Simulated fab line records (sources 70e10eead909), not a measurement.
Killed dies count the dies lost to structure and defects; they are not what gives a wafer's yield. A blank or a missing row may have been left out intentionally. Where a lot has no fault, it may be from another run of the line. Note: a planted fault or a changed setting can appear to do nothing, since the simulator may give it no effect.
Which tool was responsible? :: flow nand-harc :: 14 lots, 42 wafers sampled, at 5 steps of a route of 1302

== WHAT THE GAUGES SHOWED, per wafer ==
NHARC_P_BONDPAD_CD_MEAS_09 targets a cd of 500 nm.
lot: L232
measured: day 5 19:43
on: cd-sem-01
cd-nm (nm): 497.0 497.9 496.8

lot: L233
measured: day 5 23:40
on: cd-sem-02
cd-nm (nm): 499.2 500.4 499.4

lot: L234
measured: day 6 09:10
on: cd-sem-02
cd-nm (nm): 500.6 499.8 498.5

lot: L237
measured: day 7 12:49
on: cd-sem-01
cd-nm (nm): 500.0 499.2 502.3

lot: L235
measured: day 8 00:27
on: cd-sem-02
cd-nm (nm): 499.3 496.8 500.4

lot: L238
measured: day 8 06:00
on: cd-sem-02
cd-nm (nm): 499.4 499.4 498.6

lot: L239
measured: day 8 18:32
on: cd-sem-03
cd-nm (nm): 499.7 500.5 499.0

lot: L240
measured: day 8 19:48
on: cd-sem-02
cd-nm (nm): 499.1 501.9 502.0

lot: L242
measured: day 9 22:41
on: cd-sem-01
cd-nm (nm): 499.8 501.7 497.5

lot: L243
measured: day 10 01:46
on: cd-sem-01
cd-nm (nm): 501.3 497.9 500.4

lot: L247
measured: day 11 16:45
on: cd-sem-01
cd-nm (nm): 498.7 499.8 497.2

lot: L252
measured: day 13 20:13
on: cd-sem-01
cd-nm (nm): 499.3 498.8 498.7

lot: L254
measured: day 14 18:47
on: cd-sem-02
cd-nm (nm): 501.7 498.8 498.4

lot: L255
measured: day 15 01:59
on: cd-sem-03
cd-nm (nm): 500.2 504.7 499.4

NHARC_END_SORT_01.
lot: L252
measured: day 31 21:50
on: prober-01
defect-limited-yield (%): 86.9 85.2 83.6
killed-at-array: 86 97 104
killed-at-other: 0 2 1
killed-at-periphery: 3 1 6
killed-dies: 89 100 111
killed-open: 2 1 4
killed-short: 5 1 2

lot: L254
measured: day 32 09:54
on: prober-01
defect-limited-yield (%): 93.8 93.1 93.1
killed-at-array: 41 46 42
killed-at-other: 1 0 1
killed-at-periphery: 0 1 4
killed-dies: 42 47 47
killed-open: 6 2 3
killed-short: 0 3 2

lot: L255
measured: day 32 19:26
on: prober-02
defect-limited-yield (%): 91.4 89.4 90.1
killed-at-array: 55 68 60
killed-at-other: 1 1 2
killed-at-periphery: 2 3 5
killed-dies: 58 72 67
killed-open: 1 2 6
killed-short: 4 5 6

== WHICH TOOL RAN EACH LOT (tool, then ch and the chambers of the sampled wafers, then the start) ==
lot: L232
NHARC_P_M2_PVD_21: pvd-sputter-03, day 5 18:05 or earlier
NHARC_P_M2_DEP_33: pecvd-03 ch 0,1,2, day 5 18:05
NHARC_P_BONDPAD_DEP_00: pecvd-03 ch 0,1, day 5 18:29

lot: L233
NHARC_P_M2_PVD_21: pvd-sputter-03, day 5 21:49 or earlier
NHARC_P_M2_DEP_33: pecvd-03 ch 0,1,2, day 5 21:49
NHARC_P_BONDPAD_DEP_00: pecvd-02 ch 0,2, day 5 22:40

lot: L234
NHARC_P_M2_PVD_21: pvd-sputter-01, day 6 07:41 or earlier
NHARC_P_M2_DEP_33: pecvd-03 ch 0,1, day 6 07:41
NHARC_P_BONDPAD_DEP_00: pecvd-04 ch 0,2, day 6 08:04

lot: L237
NHARC_P_M2_PVD_21: pvd-sputter-02, day 7 11:18 or earlier
NHARC_P_M2_DEP_33: pecvd-04 ch 0,2, day 7 11:18
NHARC_P_BONDPAD_DEP_00: pecvd-02 ch 0,2, day 7 11:46

lot: L235
NHARC_P_M2_PVD_21: pvd-sputter-03, day 7 22:48 or earlier
NHARC_P_M2_DEP_33: pecvd-02 ch 1,2, day 7 22:48
NHARC_P_BONDPAD_DEP_00: pecvd-04 ch 0,1,2, day 7 23:19

lot: L238
NHARC_P_M2_PVD_21: pvd-sputter-02, day 8 04:33 or earlier
NHARC_P_M2_DEP_33: pecvd-04 ch 0,1, day 8 04:33
NHARC_P_BONDPAD_DEP_00: pecvd-04 ch 0,1,2, day 8 04:54

lot: L239
NHARC_P_M2_PVD_21: pvd-sputter-01, day 8 16:59 or earlier
NHARC_P_M2_DEP_33: pecvd-03 ch 0,1,2, day 8 16:59
NHARC_P_BONDPAD_DEP_00: pecvd-04 ch 1,2, day 8 17:22

lot: L240
NHARC_P_M2_PVD_21: pvd-sputter-02, day 8 17:36 or earlier
NHARC_P_M2_DEP_33: pecvd-03 ch 1,2, day 8 17:36
NHARC_P_BONDPAD_DEP_00: pecvd-04 ch 0,1,2, day 8 18:01

lot: L242
NHARC_P_M2_PVD_21: pvd-sputter-03, day 9 20:43 or earlier
NHARC_P_M2_DEP_33: pecvd-03 ch 0,1,2, day 9 20:43
NHARC_P_BONDPAD_DEP_00: pecvd-03 ch 1,2, day 9 21:28

lot: L243
NHARC_P_M2_PVD_21: pvd-sputter-01, day 10 00:08 or earlier
NHARC_P_M2_DEP_33: pecvd-04 ch 1,2, day 10 00:08
NHARC_P_BONDPAD_DEP_00: pecvd-02 ch 0,1, day 10 00:32

lot: L247
NHARC_P_M2_PVD_21: pvd-sputter-03, day 11 14:20 or earlier
NHARC_P_M2_DEP_33: pecvd-03 ch 0,1, day 11 14:20
NHARC_P_BONDPAD_DEP_00: pecvd-02 ch 0,1, day 11 14:48

lot: L252
NHARC_P_M2_PVD_21: pvd-sputter-03, day 13 18:42 or earlier
NHARC_P_M2_DEP_33: pecvd-02 ch 0,1,2, day 13 18:42
NHARC_P_BONDPAD_DEP_00: pecvd-04 ch 0,1,2, day 13 19:07

lot: L254
NHARC_P_M2_PVD_21: pvd-sputter-01, day 14 17:16 or earlier
NHARC_P_M2_DEP_33: pecvd-02 ch 1,2, day 14 17:16
NHARC_P_BONDPAD_DEP_00: pecvd-04 ch 1,2, day 14 17:43

lot: L255
NHARC_P_M2_PVD_21: pvd-sputter-02, day 15 00:31 or earlier
NHARC_P_M2_DEP_33: pecvd-03 ch 0,1,2, day 15 00:31
NHARC_P_BONDPAD_DEP_00: pecvd-03 ch 0,1,2, day 15 00:53
- NHARC_P_M2_PVD_21: deposits Cu, target thk 30 nm, time 20.49 s.
- NHARC_P_M2_DEP_33: deposits SiCN, target thk 30 nm.
- NHARC_P_BONDPAD_DEP_00: deposits SiCN, target thk 250 nm.

== WHAT THE TOOLS THEMSELVES READ (means of the sampled wafers that have a number; where no wafer has one, the mark that the record gives instead) ==
NHARC_P_M2_PVD_21.
lot: L232
tool: pvd-sputter-03
throttle-valve-pct (%): 30.6

lot: L233
tool: pvd-sputter-03
throttle-valve-pct (%): 29.0

lot: L234
tool: pvd-sputter-01
throttle-valve-pct (%): 32.1

lot: L237
tool: pvd-sputter-02
throttle-valve-pct (%): 30.5

lot: L235
tool: pvd-sputter-03
throttle-valve-pct (%): 31.2

lot: L238
tool: pvd-sputter-02
throttle-valve-pct (%): 30.3

lot: L239
tool: pvd-sputter-01
throttle-valve-pct (%): 30.3

lot: L240
tool: pvd-sputter-02
throttle-valve-pct (%): 29.9

lot: L242
tool: pvd-sputter-03
throttle-valve-pct (%): 30.3

lot: L243
tool: pvd-sputter-01
throttle-valve-pct (%): 30.0

lot: L247
tool: pvd-sputter-03
throttle-valve-pct (%): 31.6

lot: L252
tool: pvd-sputter-03
throttle-valve-pct (%): 30.4

lot: L254
tool: pvd-sputter-01
throttle-valve-pct (%): 29.9

lot: L255
tool: pvd-sputter-02
throttle-valve-pct (%): 30.0

NHARC_P_M2_DEP_33.
lot: L232
tool: pecvd-03
heater-power-w (W): 612

lot: L233
tool: pecvd-03
heater-power-w (W): 594

lot: L234
tool: pecvd-03
heater-power-w (W): 621

lot: L237
tool: pecvd-04
heater-power-w (W): 583

lot: L235
tool: pecvd-02
heater-power-w (W): 578

lot: L238
tool: pecvd-04
heater-power-w (W): 500

lot: L239
tool: pecvd-03
heater-power-w (W): 539

lot: L240
tool: pecvd-03
heater-power-w (W): 586

lot: L242
tool: pecvd-03
heater-power-w (W): 592

lot: L243
tool: pecvd-04
heater-power-w (W): 468

lot: L247
tool: pecvd-03
heater-power-w (W): 584

lot: L252
tool: pecvd-02
heater-power-w (W): 628

lot: L254
tool: pecvd-02
heater-power-w (W): 612

lot: L255
tool: pecvd-03
heater-power-w (W): 566

NHARC_P_BONDPAD_DEP_00.
lot: L232
tool: pecvd-03
heater-power-w (W): 597

lot: L233
tool: pecvd-02
heater-power-w (W): 594

lot: L234
tool: pecvd-04
heater-power-w (W): 624

lot: L237
tool: pecvd-02
heater-power-w (W): 583

lot: L235
tool: pecvd-04
heater-power-w (W): 532

lot: L238
tool: pecvd-04
heater-power-w (W): 550

lot: L239
tool: pecvd-04
heater-power-w (W): 497

lot: L240
tool: pecvd-04
heater-power-w (W): 565

lot: L242
tool: pecvd-03
heater-power-w (W): 576

lot: L243
tool: pecvd-02
heater-power-w (W): 546

lot: L247
tool: pecvd-02
heater-power-w (W): 612

lot: L252
tool: pecvd-04
heater-power-w (W): 585

lot: L254
tool: pecvd-04
heater-power-w (W): 537

lot: L255
tool: pecvd-03
heater-power-w (W): 573

== THE ANSWER, worked out from the rows above alone ==
Rule: what is usual is taken from the lots themselves. Put in order of their means at a reading, lots are off if they are a third of the lots or fewer, leave a main group of 4 or more, and stand apart from it by a gap of 3 or more times the standard deviation of the main group's means; of several such gaps the widest counts. A main group is skipped when, at the precision printed for the reading in the tables above, its means are all equal. A lot without any number at a reading at which 4 lots or more have one is off too. Any other lot the step has rows for is counted as sound. First the gauges in route order, then the tools' own readings, where a lot's mean is used as printed above. The first step at which some lot is off is used, and at that step the reading that is off furthest; a lot without a number counts as furthest.
Nothing can be told from this: no lot is off at any reading shown.

== WHAT THE SIMULATOR PUT IN ==
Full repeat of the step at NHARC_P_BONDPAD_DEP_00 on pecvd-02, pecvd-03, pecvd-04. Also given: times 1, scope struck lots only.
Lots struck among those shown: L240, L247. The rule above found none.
